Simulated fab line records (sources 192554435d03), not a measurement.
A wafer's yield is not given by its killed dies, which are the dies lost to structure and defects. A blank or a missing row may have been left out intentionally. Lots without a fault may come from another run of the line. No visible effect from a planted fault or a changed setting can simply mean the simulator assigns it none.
Which tool did it? + flow n5-finfet + route of 1938 steps, sampled at 1 step: 10 lots, 29 wafers

## WHAT THE GAUGES SHOWED, per wafer
N5_BEOL_M4_RC_MEAS_101.
| lot  | measured     | on        | SS_N (mV/dec)  |
|------|--------------|-----------|----------------|
| L193 | day 8 19:58  | prober-02 | 72.3 71.4 70.9 |
| L192 | day 8 23:04  | prober-02 | 71.1 71.5 71.6 |
| L195 | day 9 00:59  | prober-01 | 72.2 71.5 71.9 |
| L197 | day 9 06:25  | prober-02 | 70.7 71.8 72.0 |
| L205 | day 11 16:00 | prober-02 | 71.5 71.6 72.3 |
| L206 | day 11 21:11 | prober-01 | 73.5 72.0 72.6 |
| L207 | day 12 01:38 | prober-02 | 71.9 72.5 72.7 |
| L212 | day 13 06:49 | prober-01 | 72.2 71.2      |
| L211 | day 13 07:31 | prober-02 | 70.9 72.7 71.6 |
| L213 | day 13 09:58 | prober-02 | 71.2 72.2 71.9 |

## EACH LOT AND THE TOOL THAT RAN IT (in order: tool; ch and the chambers of the sampled wafers; start)
No process step before these readings appears in the record.

## THE ANSWER, worked out from the rows above alone
Rule: what is usual is taken from the lots themselves. Put in order of their means at a reading, lots are off if they are a third of the lots or fewer, leave a main group of 4 or more, and stand apart from it by a gap of 3 or more times the standard deviation of the main group's means; of several such gaps the widest counts. A main group whose means are all the same, to the digits that the tables above print for the reading, isn't used. A lot without any number at a reading at which 4 lots or more have one is off too. The other lots that the step has rows for count as sound.
Off: at N5_BEOL_M4_RC_MEAS_101 (SS_N), L206, L207. The main group: mean 71.7 mV/dec, standard deviation 0.15.
A tool fits if, at a process step before that reading, it ran every lot that is off, and no sound lot after the first of them. Gauges at N5_BEOL_M4_RC_MEAS_101: tried the same way as those tools. No candidate that was tried fits.

## WHAT HAD BEEN PUT IN BY THE SIMULATOR
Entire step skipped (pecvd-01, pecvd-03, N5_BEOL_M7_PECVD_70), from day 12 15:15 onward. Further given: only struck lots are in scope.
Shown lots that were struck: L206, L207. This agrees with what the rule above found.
